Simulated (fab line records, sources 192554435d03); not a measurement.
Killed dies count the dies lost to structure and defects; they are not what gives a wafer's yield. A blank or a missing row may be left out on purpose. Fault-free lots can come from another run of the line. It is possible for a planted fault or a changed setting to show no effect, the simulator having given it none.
Split-lot study	flow n5 finfet	route with 1938 steps; 7 lots, 21 wafers read

ON THE SPLIT
At N5_BEOL_M4_COAT_22 (resist thk 30 nm), the setting spin rpm was moved away from the recipe's 1500 rpm on 5 of the 21 wafers read, by -8.2% to +9.2%. This setting was run at the recipe's value on the other wafers.

FROM THE SPLIT TO THE READING: what the file shows between them, 2 steps
- N5_BEOL_M4_EBR_24
- N5_BEOL_M4_SOFTBAKE_23: time 60 s

THE READING
CAR-EUV_of_BEOL_M4_COAT_22.thk nm (the simulator's own value, which no gauge read), in nm, at N5_BEOL_M4_DESCUM_33 (chemistry O2, time 7 s). The file gives no usual value for it. Average 26.2 nm, standard deviation 0.18 nm, over the 16 wafers here run with the recipe.

wafer	tool, chamber at the split	spin rpm as run, rpm	against the recipe	CAR-EUV_of_BEOL_M4_COAT_22.thk nm, nm	against lot-mates on the recipe
L077.1	litho track-04, 0	1437	-4.2%	26.6	+0.6
L077.2	litho track-04, 0	1500	recipe	26	-
L077.4	litho track-04, 0	1500	recipe	26	-
L079.2	litho track-02, 0	1500	recipe	26.2	-
L079.4	litho track-02, 0	1500	recipe	26.2	-
L079.3	litho track-02, 0	1377	-8.2%	27.4	+1.2
L078.2	litho track-04, 0	1500	recipe	26.2	-
L078.3	litho track-04, 0	1500	recipe	26	-
L078.6	litho track-04, 0	1500	recipe	26	-
L087.1	litho track-02, 0	1500	recipe	26.4	-
L087.6	litho track-02, 0	1500	recipe	26.4	-
L087.2	litho track-02, 0	1500	recipe	26.6	-
L090.1	litho track-03, 0	1399	-6.7%	27.2	+1.2
L090.5	litho track-03, 0	1500	recipe	26	-
L090.6	litho track-03, 0	1399	-6.7%	27	+1.0
L092.1	litho track-04, 0	1638	+9.2%	24.6	-1.4
L092.5	litho track-04, 0	1500	recipe	26	-
L092.6	litho track-04, 0	1500	recipe	26	-
L095.3	litho track-02, 0	1500	recipe	26.2	-
L095.4	litho track-02, 0	1500	recipe	26.2	-
L095.5	litho track-02, 0	1500	recipe	26.2	-

FIT RESULTS
A straight line over all 21 wafers: CAR-EUV_of_BEOL_M4_COAT_22.thk nm changes by -0.151 nm for each +1% of spin rpm; r = -0.95; the points scatter about the line by 0.18 nm.
The same after taking each lot's own level away (the mean of its wafers on the recipe; 21 wafers): -0.154 nm for each +1%; r = -0.99; scatter 0.068 nm.
The reading moves by 1.4 nm for the largest change in spin rpm, on that fit.
Measured against the standard deviation above, the lots' own levels, which go from 26.00 to 26.47 nm, span 2.6 times it.
The two slopes agree, so the slope changes little with the lot-to-lot level.
Check: -1.42 nm against its lot-mates is what the line predicts for one of the wafers moved furthest among these (+9.2%) when that wafer is left out of the fit. Against them it came out at -1.4 nm.

THE WHOLE CHAIN: every reading that the file lists as answering this split, in the file's order
step	what it does	reading	change (the file's fit)	r (the file's)
N5_BEOL_M4_COAT_22	resist thk 30 nm	CAR-EUV_of_BEOL_M4_COAT_22.thk nm (the simulator's own value, which no gauge read)	-0.145 nm for each +1% of the setting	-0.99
N5_BEOL_M4_DESCUM_33	chemistry O2, time 7 s	CAR-EUV_of_BEOL_M4_COAT_22.thk nm (the simulator's own value, which no gauge read)	-0.152 nm for each +1% of the setting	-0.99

THE FILE'S OWN FIT
CAR-EUV_of_BEOL_M4_COAT_22.thk nm changes by -0.152 nm for each +1% of spin rpm, r = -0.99.
